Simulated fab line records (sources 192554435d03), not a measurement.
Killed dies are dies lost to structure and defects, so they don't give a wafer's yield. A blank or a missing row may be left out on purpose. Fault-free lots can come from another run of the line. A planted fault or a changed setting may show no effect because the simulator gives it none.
Which of the tools did it? / flow n5Finfet / Sampling: 9 lots, 26 wafers, 6 of 1938 route steps

WHAT EACH GAUGE READ, for each wafer
N5_BEOL_M8_INSPECT_58: inspects for defects (darkfield). Usual: 72 for rawDefectCount, sd 21.
lot=L487; measured=day 9 12:46; on=defectInspect-02; rawDefectCount=74 117 73; flag=
lot=L488; measured=day 10 10:10; on=defectInspect-01; rawDefectCount=70 56 49; flag=
lot=L494; measured=day 11 12:50; on=defectInspect-01; rawDefectCount=1245 72 68; flag=OFF
lot=L495; measured=day 12 05:42; on=defectInspect-02; rawDefectCount=79 1306 40; flag=OFF
lot=L499; measured=day 12 18:29; on=defectInspect-02; rawDefectCount=61 55 80; flag=
lot=L505; measured=day 14 09:10; on=defectInspect-02; rawDefectCount=74 59 53; flag=
lot=L506; measured=day 14 14:54; on=defectInspect-01; rawDefectCount=116 43 88; flag=
lot=L507; measured=day 14 15:43; on=defectInspect-01; rawDefectCount=133 101; flag=
lot=L509; measured=day 15 12:50; on=defectInspect-01; rawDefectCount=77 70 42; flag=

N5_BEOL_M9_INSPECT_13: inspects for defects (brightfield). Usual: 431 for rawDefectCount, sd 120.
lot=L487; measured=day 9 15:56; on=defectInspect-01; rawDefectCount=392 402 486; flag=
lot=L488; measured=day 10 12:47; on=defectInspect-01; rawDefectCount=373 338 393; flag=
lot=L494; measured=day 11 15:15; on=defectInspect-02; rawDefectCount=1623 303 480; flag=OFF
lot=L495; measured=day 12 07:27; on=defectInspect-01; rawDefectCount=430 1673 421; flag=OFF
lot=L499; measured=day 12 20:47; on=defectInspect-01; rawDefectCount=443 652 581; flag=
lot=L505; measured=day 14 10:53; on=defectInspect-01; rawDefectCount=1000 569 927; flag=OFF
lot=L506; measured=day 14 17:47; on=defectInspect-01; rawDefectCount=468 388 369; flag=
lot=L507; measured=day 14 17:57; on=defectInspect-01; rawDefectCount=611 448; flag=
lot=L509; measured=day 15 14:36; on=defectInspect-01; rawDefectCount=324 390 289; flag=

TOOL THAT RAN EACH LOT (tool first, then ch and the chambers of the sampled wafers, then the start)
lot=L487; N5_BEOL_M8_STRIP_36=rieDiel-05 ch 2,3, day 9 10:14; N5_BEOL_M8_PRE_CLEAN_45=pvdSputter-03, day 9 11:10; N5_BEOL_M8_ALD_77=aldMetal-01 ch 0,1, day 9 11:13; N5_BEOL_M8_CMP_52=cmp-04 ch 0,1,2, day 9 12:20
lot=L488; N5_BEOL_M8_STRIP_36=rieDiel-02 ch 1,2,3, day 10 07:21; N5_BEOL_M8_PRE_CLEAN_45=pvdSputter-03, day 10 08:10; N5_BEOL_M8_ALD_77=aldMetal-03 ch 0,1,2, day 10 08:17; N5_BEOL_M8_CMP_52=cmp-04 ch 1,2, day 10 09:43
lot=L494; N5_BEOL_M8_STRIP_36=rieDiel-05 ch 0,1, day 11 08:17; N5_BEOL_M8_PRE_CLEAN_45=pvdSputter-02, day 11 10:17; N5_BEOL_M8_ALD_77=aldMetal-03 ch 0,1,2, day 11 10:21; N5_BEOL_M8_CMP_52=cmp-02 ch 1,2, day 11 12:23
lot=L495; N5_BEOL_M8_STRIP_36=rieDiel-05 ch 0,1,2, day 12 02:58; N5_BEOL_M8_PRE_CLEAN_45=pvdSputter-01, day 12 03:46; N5_BEOL_M8_ALD_77=aldMetal-03 ch 2,3, day 12 03:50; N5_BEOL_M8_CMP_52=cmp-02 ch 1,2,3, day 12 05:17
lot=L499; N5_BEOL_M8_STRIP_36=rieDiel-01 ch 0,3, day 12 12:41; N5_BEOL_M8_PRE_CLEAN_45=pvdSputter-03, day 12 14:50; N5_BEOL_M8_ALD_77=aldMetal-03 ch 0,2, day 12 15:07; N5_BEOL_M8_CMP_52=cmp-03 ch 0,2,3, day 12 18:07
lot=L505; N5_BEOL_M8_STRIP_36=rieDiel-02 ch 0,1,3, day 14 06:28; N5_BEOL_M8_PRE_CLEAN_45=pvdSputter-03, day 14 07:20; N5_BEOL_M8_ALD_77=aldMetal-01 ch 0,2, day 14 07:25; N5_BEOL_M8_CMP_52=cmp-02 ch 1,3, day 14 08:46
lot=L506; N5_BEOL_M8_STRIP_36=rieDiel-02 ch 0,1, day 14 12:18; N5_BEOL_M8_PRE_CLEAN_45=pvdSputter-02, day 14 13:04; N5_BEOL_M8_ALD_77=aldMetal-01 ch 0,1,2, day 14 13:08; N5_BEOL_M8_CMP_52=cmp-04 ch 0,2, day 14 14:29
lot=L507; N5_BEOL_M8_STRIP_36=rieDiel-05 ch 2,3, day 14 12:43; N5_BEOL_M8_PRE_CLEAN_45=pvdSputter-02, day 14 13:31; N5_BEOL_M8_ALD_77=aldMetal-02 ch 0,1, day 14 13:38; N5_BEOL_M8_CMP_52=cmp-03 ch 2,3, day 14 15:15
lot=L509; N5_BEOL_M8_STRIP_36=rieDiel-05 ch 2,3, day 15 07:59; N5_BEOL_M8_PRE_CLEAN_45=pvdSputter-01, day 15 09:11; N5_BEOL_M8_ALD_77=aldMetal-02 ch 1,2, day 15 09:16; N5_BEOL_M8_CMP_52=cmp-02 ch 1,2,3, day 15 12:23
- N5_BEOL_M8_STRIP_36: strips in N2/H2.
- N5_BEOL_M8_PRE_CLEAN_45: time 30 s.
- N5_BEOL_M8_ALD_77: deposits TaN, target thk 2 nm, pulse time 2 s, purge time 3 s.
- N5_BEOL_M8_CMP_52: polishes, stops on SiCOH lowk, t overpolish 6.9 s, target thk 80 nm.

AS READ BY THE TOOLS THEMSELVES (means over the sampled wafers that have a number; for cases with no such wafer, the mark the record gives instead)
N5_BEOL_M8_STRIP_36. Usual: biasPowerW 6.998 W, standard deviation 0.019; drypumpMotorCurrentA 5.8 A, standard deviation 0.41; n2FlowSccm 200.0 sccm, standard deviation 0.62; oesProductAu 0.82 a.u., standard deviation 0.095; rfVppV 59.3 V, standard deviation 1.4; showerheadPlenumPTorr 2.55 Torr, standard deviation 0.086; tempC 39.99 C, standard deviation 0.1; throttleValvePct 23.54 %, standard deviation 0.21.
lot=L487; tool=rieDiel-05; biasPowerW (W)=6.999; drypumpMotorCurrentA (A)=5.6; n2FlowSccm (sccm)=199.8; oesProductAu (a.u.)=0.95; rfVppV (V)=60.2; showerheadPlenumPTorr (Torr)=2.56; tempC (C)=39.86; throttleValvePct (%)=23.54; flag=
lot=L488; tool=rieDiel-02; biasPowerW (W)=6.995; drypumpMotorCurrentA (A)=6.2; n2FlowSccm (sccm)=200.0; oesProductAu (a.u.)=0.76; rfVppV (V)=59.8; showerheadPlenumPTorr (Torr)=2.57; tempC (C)=39.96; throttleValvePct (%)=23.62; flag=
lot=L494; tool=rieDiel-05; biasPowerW (W)=6.999; drypumpMotorCurrentA (A)=5.8; n2FlowSccm (sccm)=200.1; oesProductAu (a.u.)=0.87; rfVppV (V)=57.6; showerheadPlenumPTorr (Torr)=2.51; tempC (C)=39.96; throttleValvePct (%)=23.59; flag=
lot=L495; tool=rieDiel-05; biasPowerW (W)=6.982; drypumpMotorCurrentA (A)=5.8; n2FlowSccm (sccm)=199.8; oesProductAu (a.u.)=0.86; rfVppV (V)=59.5; showerheadPlenumPTorr (Torr)=2.50; tempC (C)=40.00; throttleValvePct (%)=23.56; flag=
lot=L499; tool=rieDiel-01; biasPowerW (W)=6.997; drypumpMotorCurrentA (A)=5.8; n2FlowSccm (sccm)=199.4; oesProductAu (a.u.)=0.87; rfVppV (V)=59.2; showerheadPlenumPTorr (Torr)=2.62; tempC (C)=40.13; throttleValvePct (%)=23.81; flag=
lot=L505; tool=rieDiel-02; biasPowerW (W)=7.012; drypumpMotorCurrentA (A)=6.0; n2FlowSccm (sccm)=200.2; oesProductAu (a.u.)=0.70; rfVppV (V)=59.3; showerheadPlenumPTorr (Torr)=2.47; tempC (C)=39.86; throttleValvePct (%)=23.60; flag=
lot=L506; tool=rieDiel-02; biasPowerW (W)=6.970; drypumpMotorCurrentA (A)=5.6; n2FlowSccm (sccm)=200.0; oesProductAu (a.u.)=0.69; rfVppV (V)=57.5; showerheadPlenumPTorr (Torr)=2.47; tempC (C)=40.00; throttleValvePct (%)=23.57; flag=
lot=L507; tool=rieDiel-05; biasPowerW (W)=6.993; drypumpMotorCurrentA (A)=5.7; n2FlowSccm (sccm)=199.8; oesProductAu (a.u.)=0.84; rfVppV (V)=60.1; showerheadPlenumPTorr (Torr)=2.57; tempC (C)=40.02; throttleValvePct (%)=23.55; flag=
lot=L509; tool=rieDiel-05; biasPowerW (W)=6.993; drypumpMotorCurrentA (A)=5.6; n2FlowSccm (sccm)=199.8; oesProductAu (a.u.)=0.83; rfVppV (V)=59.5; showerheadPlenumPTorr (Torr)=2.59; tempC (C)=39.87; throttleValvePct (%)=23.52; flag=

N5_BEOL_M8_PRE_CLEAN_45. Usual: 342 W for heaterPowerW, sd 46.
lot=L487; tool=pvdSputter-03; heaterPowerW (W)=336; flag=
lot=L488; tool=pvdSputter-03; heaterPowerW (W)=336; flag=
lot=L494; tool=pvdSputter-02; heaterPowerW (W)=396; flag=
lot=L495; tool=pvdSputter-01; heaterPowerW (W)=316; flag=
lot=L499; tool=pvdSputter-03; heaterPowerW (W)=334; flag=
lot=L505; tool=pvdSputter-03; heaterPowerW (W)=342; flag=
lot=L506; tool=pvdSputter-02; heaterPowerW (W)=432; flag=
lot=L507; tool=pvdSputter-02; heaterPowerW (W)=390; flag=
lot=L509; tool=pvdSputter-01; heaterPowerW (W)=324; flag=

N5_BEOL_M8_ALD_77. Usual: heaterPowerW 420 W, standard deviation 27; precursorVesselTempC 75.03 C, standard deviation 0.12.
lot=L487; tool=aldMetal-01; heaterPowerW (W)=440; precursorVesselTempC (C)=75.01; flag=
lot=L488; tool=aldMetal-03; heaterPowerW (W)=398; precursorVesselTempC (C)=74.92; flag=
lot=L494; tool=aldMetal-03; heaterPowerW (W)=392; precursorVesselTempC (C)=75.16; flag=
lot=L495; tool=aldMetal-03; heaterPowerW (W)=421; precursorVesselTempC (C)=75.03; flag=
lot=L499; tool=aldMetal-03; heaterPowerW (W)=419; precursorVesselTempC (C)=75.13; flag=
lot=L505; tool=aldMetal-01; heaterPowerW (W)=455; precursorVesselTempC (C)=74.90; flag=
lot=L506; tool=aldMetal-01; heaterPowerW (W)=451; precursorVesselTempC (C)=75.03; flag=
lot=L507; tool=aldMetal-02; heaterPowerW (W)=412; precursorVesselTempC (C)=75.08; flag=
lot=L509; tool=aldMetal-02; heaterPowerW (W)=419; precursorVesselTempC (C)=75.08; flag=

N5_BEOL_M8_CMP_52. Usual: barrierFieldEndpointS 28.9 s, standard deviation 0.74; motorCurrentA 6.1 A, standard deviation 0.65; overpolishRunS 6.900 s, standard deviation 0.0093; slurryFlowMlMin 150.0, standard deviation 0.42; timeToEndpointS 62.6 s, standard deviation 3.
lot=L487; tool=cmp-04; barrierFieldEndpointS (s)=28.7; motorCurrentA (A)=5.8; overpolishRunS (s)=6.897; slurryFlowMlMin=150.0; timeToEndpointS (s)=63.2; flag=
lot=L488; tool=cmp-04; barrierFieldEndpointS (s)=28.9; motorCurrentA (A)=6.1; overpolishRunS (s)=6.899; slurryFlowMlMin=149.5; timeToEndpointS (s)=61.0; flag=
lot=L494; tool=cmp-02; barrierFieldEndpointS (s)=28.4; motorCurrentA (A)=6.1; overpolishRunS (s)=6.887; slurryFlowMlMin=150.5; timeToEndpointS (s)=63.2; flag=
lot=L495; tool=cmp-02; barrierFieldEndpointS (s)=29.7; motorCurrentA (A)=5.9; overpolishRunS (s)=6.901; slurryFlowMlMin=149.7; timeToEndpointS (s)=63.5; flag=
lot=L499; tool=cmp-03; barrierFieldEndpointS (s)=28.8; motorCurrentA (A)=5.9; overpolishRunS (s)=6.898; slurryFlowMlMin=150.2; timeToEndpointS (s)=62.6; flag=
lot=L505; tool=cmp-02; barrierFieldEndpointS (s)=29.1; motorCurrentA (A)=6.1; overpolishRunS (s)=6.902; slurryFlowMlMin=149.8; timeToEndpointS (s)=64.9; flag=
lot=L506; tool=cmp-04; barrierFieldEndpointS (s)=28.4; motorCurrentA (A)=6.0; overpolishRunS (s)=6.902; slurryFlowMlMin=149.6; timeToEndpointS (s)=60.6; flag=
lot=L507; tool=cmp-03; barrierFieldEndpointS (s)=28.0; motorCurrentA (A)=6.2; overpolishRunS (s)=6.902; slurryFlowMlMin=149.6; timeToEndpointS (s)=63.5; flag=
lot=L509; tool=cmp-02; barrierFieldEndpointS (s)=27.9; motorCurrentA (A)=5.9; overpolishRunS (s)=6.900; slurryFlowMlMin=150.2; timeToEndpointS (s)=60.1; flag=

THE ANSWER, worked out from the rows above alone
Rule: a lot is off if the mean of its wafers that have a number lies more than 3 standard deviations from the usual mean. Also off: a lot with no number at a reading for which 4 or more lots have one. The other lots that the step has rows for count as sound. The gauges are gone through in route order, then the tools' own readings, and for those a lot's mean is taken as printed above. At the first step where some lot is off, the reading lying furthest off is the one used; lots without a number count as furthest.
Off: L494, L495, at N5_BEOL_M8_INSPECT_58 (rawDefectCount).
A tool fits if, at a process step before that reading, it ran every lot that is off, and no sound lot after the first of them. The gauges at N5_BEOL_M8_INSPECT_58 are tried like those tools. Of those tried, none fits.

WHAT HAD BEEN PUT IN BY THE SIMULATOR
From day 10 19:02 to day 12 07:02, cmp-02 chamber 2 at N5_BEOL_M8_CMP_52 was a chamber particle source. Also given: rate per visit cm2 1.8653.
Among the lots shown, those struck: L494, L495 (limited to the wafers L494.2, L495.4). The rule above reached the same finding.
